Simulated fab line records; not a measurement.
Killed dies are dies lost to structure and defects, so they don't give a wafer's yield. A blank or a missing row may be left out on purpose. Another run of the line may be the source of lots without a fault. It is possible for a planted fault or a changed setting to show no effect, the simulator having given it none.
Chamber matching + flow n5 finfet + N5_BEOL_M2_STRIP_36 on rie diel-01: 4 sister chambers
The step strips in N2/H2. 8 wafers are shown with their chamber, then 9 later ones without.

WAFERS WITH THEIR CHAMBER
| wafer  | chamber | drypump motor current A (A) | showerhead plenum p Torr (Torr) |
|--------|---------|-----------------------------|---------------------------------|
| L077.5 | 1       | 5.3                         | 2.61                            |
| L085.4 | 1       | 5.3                         | 2.60                            |
| L087.1 | 0       | 5.9                         | 2.69                            |
| L087.2 | 3       | 5.2                         | 2.57                            |
| L087.5 | 2       | 6.0                         | 2.68                            |
| L088.1 | 3       | 5.3                         | 2.57                            |
| L088.3 | 0       | 5.9                         | 2.69                            |
| L088.6 | 2       | 5.9                         | 2.68                            |

WAFERS WHOSE CHAMBER IS MISSING
| wafer  | drypump motor current A (A) | showerhead plenum p Torr (Torr) |
|--------|-----------------------------|---------------------------------|
| L092.3 | 5.3                         | 2.57                            |
| L092.4 | 6.0                         | 2.67                            |
| L092.5 | 5.3                         | 2.60                            |
| L094.1 | 5.9                         | 2.67                            |
| L094.2 | 5.3                         | 2.57                            |
| L094.6 | 5.9                         | 2.68                            |
| L095.2 | 5.9                         | 2.68                            |
| L095.3 | 5.2                         | 2.57                            |
| L095.6 | 5.9                         | 2.67                            |

CHAMBER TAKEN BY EACH
| wafer  | from the rows above     | in truth |
|--------|-------------------------|----------|
| L092.3 | 3                       | 3        |
| L092.4 | 2                       | 2        |
| L092.5 | 1                       | 1        |
| L094.1 | 2                       | 2        |
| L094.2 | 3                       | 3        |
| L094.6 | can't be placed: 2 or 0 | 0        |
| L095.2 | can't be placed: 2 or 0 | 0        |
| L095.3 | 3                       | 3        |
| L095.6 | 2                       | 2        |
Placed correctly: 7 of 9. Cannot be placed on the basis of these rows: 2; the candidates contain the true chamber in 2. Number placed wrongly: 0.
How it was worked out, from the rows above alone: a wafer's distance from a chamber is the root of the sum, over the readings, of the square of ((its reading less the chamber's mean) divided by the reading's scatter). If the next closest chamber is less than 2 further off than the closest, the wafer can't be placed; otherwise it belongs to the closest. For every chamber, the mean is computed from those of its wafers that are shown. The scatter: the root of (the sum of the squares of (reading less its chamber's mean) over the shown wafers, divided by (wafers less chambers)).
